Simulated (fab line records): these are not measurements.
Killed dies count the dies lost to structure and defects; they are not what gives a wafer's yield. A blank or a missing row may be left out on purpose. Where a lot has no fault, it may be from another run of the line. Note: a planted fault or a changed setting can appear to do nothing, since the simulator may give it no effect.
Which tool is to blame? -- flow n5-finfet -- 24 lots, 72 wafers sampled, at 6 steps of a route of 1938

## WHAT THE GAUGES READ, wafer by wafer
N5_BEOL_M8_OCD_MEAS_38. Usual: 93.5 nm for trench-depth-nm, sd 1.2.
lot,measured,on,trench-depth-nm (nm),flag
L074,day 9 14:43,ocd-01,91.4 93.9 92.9,
L075,day 9 20:41,ocd-02,96.2 93.6 94.2,
L076,day 9 20:46,ocd-01,94.0 94.6 92.7,
L077,day 10 00:14,ocd-02,92.7 91.3 92.7,
L078,day 10 06:30,ocd-02,91.7 93.0 93.0,
L079,day 10 10:04,ocd-02,92.4 92.8 94.1,
L081,day 11 03:49,ocd-02,93.0 93.2 92.8,
L080,day 11 04:08,ocd-02,91.8 92.9 94.4,
L082,day 11 07:44,ocd-01,92.1 92.9 92.8,
L083,day 11 20:04,ocd-01,93.5 92.2 92.7,
L084,day 11 22:08,ocd-02,95.3 93.4 94.1,
L086,day 12 08:32,ocd-02,93.6 92.9 95.0,
L085,day 12 08:35,ocd-01,90.9 91.1 93.5,
L088,day 12 15:58,ocd-01,93.3 92.5 93.2,
L087,day 12 17:50,ocd-02,94.1 96.0 94.4,
L089,day 13 01:35,ocd-02,93.2 93.5 93.5,
L091,day 13 17:53,ocd-02,91.4 93.2 91.5,
L090,day 13 23:01,ocd-02,93.5 95.3 93.8,
L092,day 14 03:32,ocd-01,91.3 92.3 96.0,
L093,day 14 04:17,ocd-01,92.4 92.8 94.6,
L094,day 14 08:04,ocd-02,94.8 93.3 94.2,
L096,day 14 18:08,ocd-02,93.2 96.5 95.3,
L097,day 15 05:17,ocd-02,92.2 96.6 93.1,
L095,day 15 05:32,ocd-02,93.1 92.8 92.5,

N5_BEOL_M8_RS_MEAS_57: the measuring method here is four-point-probe. Usual: M8_RS gives 0.287 ohm/sq (standard deviation 0.0064).
lot,measured,on,M8_RS (ohm/sq),flag
L074,day 9 17:38,film-metro-01,0.297 0.288 0.290,
L075,day 9 23:28,film-metro-02,0.273 0.286 0.286,
L076,day 9 23:13,film-metro-02,0.285 0.282 0.286,
L077,day 10 03:34,film-metro-02,0.291 0.292 0.285,
L078,day 10 11:00,film-metro-01,0.296 0.285 0.287,
L079,day 10 13:07,film-metro-02,0.293 0.289 0.280,
L081,day 11 08:12,film-metro-01,0.295 0.291 0.288,
L080,day 11 08:31,film-metro-01,0.293 0.293 0.285,
L082,day 11 10:16,film-metro-02,0.290 0.287 0.299,
L083,day 11 23:02,film-metro-02,0.277 0.288 0.288,
L084,day 12 03:09,film-metro-02,0.284 0.282 0.288,
L086,day 12 10:59,film-metro-02,0.288 0.286 0.283,
L085,day 12 11:02,film-metro-01,0.296 0.291 0.282,
L088,day 12 18:26,film-metro-01,0.291 0.303 0.289,
L087,day 12 20:56,film-metro-02,0.283 0.274 0.283,
L089,day 13 04:28,film-metro-02,0.281 0.284 0.283,
L091,day 13 20:23,film-metro-02,0.300 0.295 0.302,
L090,day 14 01:29,film-metro-02,0.290 0.280 0.284,
L092,day 14 07:26,film-metro-02,0.292 0.294 0.275,
L093,day 14 10:07,film-metro-01,0.299 0.295 0.287,
L094,day 14 10:44,film-metro-02,0.275 0.285 0.278,
L096,day 14 22:06,film-metro-02,0.287 0.284 0.280,
L097,day 15 08:35,film-metro-02,0.293 0.276 0.291,
L095,day 15 08:52,film-metro-02,0.284 0.288 0.292,

N5_BEOL_M9_CD_MEAS_18: pitch 140 nm, target cd 70 nm. Usual: 70.1 nm for cd-nm, sd 0.51.
lot,measured,on,cd-nm (nm),flag
L074,day 9 21:53,cd-sem-03,71.0 70.0 70.7,
L075,day 10 03:14,cd-sem-03,69.1 68.8 68.4,
L076,day 10 03:06,cd-sem-02,70.8 70.3 70.7,
L077,day 10 07:07,cd-sem-03,71.2 69.8 70.3,
L078,day 10 14:15,cd-sem-03,70.6 70.7 69.7,
L079,day 10 15:18,cd-sem-03,70.0 70.1 70.7,
L081,day 11 10:34,cd-sem-03,69.6 69.6 70.0,
L080,day 11 10:52,cd-sem-02,70.6 70.0 69.7,
L082,day 11 13:49,cd-sem-03,71.6 70.2 70.8,
L083,day 12 03:50,cd-sem-01,70.7 70.5 70.7,
L084,day 12 05:38,cd-sem-01,70.0 69.8 70.2,
L086,day 12 14:04,cd-sem-03,69.6 70.3 69.6,
L085,day 12 14:06,cd-sem-02,70.6 69.8 70.7,
L088,day 12 20:49,cd-sem-01,69.8 69.8 70.2,
L087,day 13 00:08,cd-sem-01,71.1 70.2 70.9,
L089,day 13 08:07,cd-sem-02,70.1 70.3 69.7,
L091,day 13 23:01,cd-sem-03,70.2 69.6 69.9,
L090,day 14 04:02,cd-sem-01,70.3 69.8 70.5,
L092,day 14 09:41,cd-sem-01,70.2 70.1 70.1,
L093,day 14 12:53,cd-sem-03,70.1 69.3 69.4,
L094,day 14 14:04,cd-sem-02,70.1 69.9 69.6,
L096,day 15 01:22,cd-sem-03,70.4 70.0 69.5,
L097,day 15 13:50,cd-sem-02,69.6 69.8 70.1,
L095,day 15 14:23,cd-sem-02,69.9 70.0 70.8,

N5_BEOL_M9_OVL_MEAS_29. Usual: V8_OVL gives 0.5 nm (standard deviation 0.74).
lot,measured,on,V8_OVL (nm),flag
L074,day 9 23:26,overlay-01,0.7 0.7 1.4,
L075,day 10 05:53,overlay-01,-0.1 1.3 0.3,
L076,day 10 05:43,overlay-01,0.2 -0.2 -0.2,
L077,day 10 08:56,overlay-01,-0.2 -1.0 0.8,
L078,day 10 15:32,overlay-01,0.3 1.0 0.1,
L079,day 10 15:49,overlay-01,0.6 2.0 0.4,
L081,day 11 11:05,overlay-02,0.8 1.0 1.5,
L080,day 11 11:19,overlay-02,0.1 0.1 -0.1,
L082,day 11 14:21,overlay-02,0.5 0.9 1.3,
L083,day 12 05:26,overlay-01,-0.1 -0.6 -0.6,
L084,day 12 05:59,overlay-01,2.2 0.0 0.3,
L086,day 12 14:35,overlay-01,1.2 1.1 0.8,
L085,day 12 14:58,overlay-01,0.5 -0.3 0.0,
L088,day 12 22:32,overlay-02,1.9 1.5 -0.1,
L087,day 13 00:42,overlay-02,0.5 0.4 -0.9,
L089,day 13 10:27,overlay-02,0.5 0.7 1.8,
L091,day 13 23:32,overlay-01,-0.8 1.0 0.3,
L090,day 14 07:36,overlay-01,0.6 0.4 -0.6,
L092,day 14 10:50,overlay-01,0.5 -0.5 -0.3,
L093,day 14 14:05,overlay-02,0.1 0.7 2.0,
L094,day 14 14:24,overlay-02,-0.8 -1.2 -0.6,
L096,day 15 04:32,overlay-02,0.3 0.1 0.6,
L097,day 15 15:49,overlay-01,0.8 1.2 1.0,
L095,day 15 16:00,overlay-01,-0.5 0.2 -0.1,

N5_BEOL_M9_OCD_MEAS_38. Usual: 150.8 nm for trench-depth-nm, sd 2.4.
lot,measured,on,trench-depth-nm (nm),flag
L074,day 9 23:59,ocd-02,150.8 152.9 154.8,
L075,day 10 06:42,ocd-02,151.0 153.1 153.4,
L076,day 10 06:16,ocd-02,148.6 154.0 152.4,
L077,day 10 09:29,ocd-02,146.6 150.7 147.3,
L078,day 10 16:04,ocd-02,151.1 149.8 152.8,
L079,day 10 16:24,ocd-02,149.0 152.3 146.1,
L081,day 11 12:09,ocd-01,149.2 150.2 151.2,
L080,day 11 12:31,ocd-02,146.5 146.5 148.2,
L082,day 11 15:25,ocd-01,149.3 148.2 151.1,
L083,day 12 06:14,ocd-01,145.9 153.7 150.9,
L084,day 12 07:35,ocd-01,147.4 150.5 152.7,
L086,day 12 15:07,ocd-01,152.8 149.2 151.6,
L085,day 12 15:30,ocd-02,148.7 150.2 150.7,
L088,day 12 23:05,ocd-01,149.4 146.1 146.8,
L087,day 13 01:14,ocd-02,148.0 152.6 149.7,
L089,day 13 11:00,ocd-02,153.2 151.7 155.3,
L091,day 14 00:14,ocd-02,148.1 146.4 155.0,
L090,day 14 08:08,ocd-01,150.3 154.5 149.7,
L092,day 14 11:23,ocd-02,146.9 150.6 149.9,
L093,day 14 14:38,ocd-02,147.1 150.4 149.7,
L094,day 14 14:56,ocd-02,155.2 152.6 151.7,
L096,day 15 05:05,ocd-02,149.2 154.4 149.7,
L097,day 15 16:20,ocd-01,153.2 152.7 152.2,
L095,day 15 16:41,ocd-01,152.1 150.4 151.9,

## TOOL THAT RAN EACH LOT (tool first, then ch and the chambers of the sampled wafers, then the start)
lot,N5_BEOL_M8_CURE_75
L074,"uv-cure-03 ch 1, day 9 15:24"
L075,"uv-cure-03 ch 2, day 9 20:53"
L076,"uv-cure-01 ch 0, day 9 20:58"
L077,"uv-cure-02 ch 2, day 10 00:25"
L078,"uv-cure-02 ch 0, day 10 06:42"
L079,"uv-cure-03 ch 1, day 10 10:16"
L081,"uv-cure-01 ch 1, day 11 04:01"
L080,"uv-cure-02 ch 1, day 11 04:25"
L082,"uv-cure-01 ch 1, day 11 08:00"
L083,"uv-cure-03 ch 1, day 11 20:16"
L084,"uv-cure-03 ch 2, day 11 22:20"
L086,"uv-cure-03 ch 0, day 12 08:47"
L085,"uv-cure-02 ch 0, day 12 08:53"
L088,"uv-cure-03 ch 0, day 12 16:10"
L087,"uv-cure-01 ch 1, day 12 18:08"
L089,"uv-cure-03 ch 2, day 13 02:02"
L091,"uv-cure-03 ch 2, day 13 18:11"
L090,"uv-cure-01 ch 0, day 13 23:18"
L092,"uv-cure-01 ch 2, day 14 04:01"
L093,"uv-cure-03 ch 2, day 14 04:34"
L094,"uv-cure-03 ch 1, day 14 08:22"
L096,"uv-cure-02 ch 1, day 14 18:57"
L097,"uv-cure-03 ch 1, day 15 05:41"
L095,"uv-cure-03 ch 1, day 15 05:53"
- N5_BEOL_M8_CURE_75: cures SiCOH lowk, time 120 s.

## WHAT THE TOOLS THEMSELVES READ (means of the sampled wafers that have a number; where no wafer has one, the mark that the record gives instead)
N5_BEOL_M8_CURE_75. Usual: lamp-power-pct 52.31 %, standard deviation 0.058; wafer_temp_C_max 371.8, standard deviation 0.57.
lot,tool,lamp-power-pct (%),wafer_temp_C_max,flag
L074,uv-cure-03,52.26,371.6,
L075,uv-cure-03,52.32,371.8,
L076,uv-cure-01,52.29,371.3,
L077,uv-cure-02,52.23,372.7,
L078,uv-cure-02,52.26,371.3,
L079,uv-cure-03,52.36,371.2,
L081,uv-cure-01,52.33,372.1,
L080,uv-cure-02,52.39,372.6,
L082,uv-cure-01,52.29,372.1,
L083,uv-cure-03,52.29,371.9,
L084,uv-cure-03,52.32,371.5,
L086,uv-cure-03,52.38,372.1,
L085,uv-cure-02,52.36,371.2,
L088,uv-cure-03,52.28,371.9,
L087,uv-cure-01,52.27,372.0,
L089,uv-cure-03,52.33,371.8,
L091,uv-cure-03,52.34,371.5,
L090,uv-cure-01,52.27,371.5,
L092,uv-cure-01,52.29,371.3,
L093,uv-cure-03,52.36,371.7,
L094,uv-cure-03,52.35,371.7,
L096,uv-cure-02,52.26,372.9,
L097,uv-cure-03,52.27,371.6,
L095,uv-cure-03,52.33,371.4,

## THE ANSWER, worked out from the rows above alone
Rule: a lot is off if the mean of its wafers that have a number lies more than 3 standard deviations from the usual mean. Also off: a lot with no number at a reading for which 4 or more lots have one. Where the step has rows for the other lots, those lots are counted as sound. Order of review: gauges by route order, followed by the tools' own readings, for which a lot's mean as printed above is used. At the first step where some lot is off, the reading lying furthest off is the one used; lots without a number count as furthest.
Nothing can be told from this: no lot is off at any reading shown.

## WHAT WAS PUT IN BY THE SIMULATOR
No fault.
